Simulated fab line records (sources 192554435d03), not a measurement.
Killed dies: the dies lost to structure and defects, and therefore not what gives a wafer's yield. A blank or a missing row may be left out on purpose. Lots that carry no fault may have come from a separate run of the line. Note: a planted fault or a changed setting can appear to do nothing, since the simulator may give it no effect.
Chamber matching ; flow n5-finfet ; N5_BEOL_M4_ETCH_69 on rie-diel-01 has 4 sister chambers
The step etches SiARC in CF4, target depth 15.6 nm, time 26 s. 4 wafers are shown with their chamber, then 7 later ones without.

## EACH WAFER AND ITS CHAMBER
wafer;chamber;drypump-motor-current-A (A)
L086.1;0;6.7
L086.5;1;6.4
L087.3;3;5.5
L087.4;2;5.3

## WAFERS MISSING THEIR CHAMBER
wafer;drypump-motor-current-A (A)
L087.6;5.3
L089.1;6.4
L089.2;5.5
L089.4;5.3
L091.1;6.4
L091.3;5.3
L091.4;5.4

## EACH ONE'S CHAMBER
wafer;from the rows above;in truth
L087.6;2;2
L089.1;1;1
L089.2;3;3
L089.4;2;2
L091.1;1;1
L091.3;2;2
L091.4;can't be placed: 3 or 2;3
6 of 7 placed correctly. Not placeable from these rows: 1 (in 1, the candidates include the true chamber). 0 placed wrongly.
How it was worked out, from the rows above alone: a wafer's distance from a chamber is the root of the sum, over the readings, of the square of ((its reading less the chamber's mean) divided by the reading's scatter). The wafer belongs to the nearest chamber; if the next one is less than 2 further off, it can't be placed. For every chamber, the mean is computed from those of its wafers that are shown. The scatter: with one shown wafer a chamber, the root of the mean of the squares of how far each hidden wafer lies from its nearest shown one.
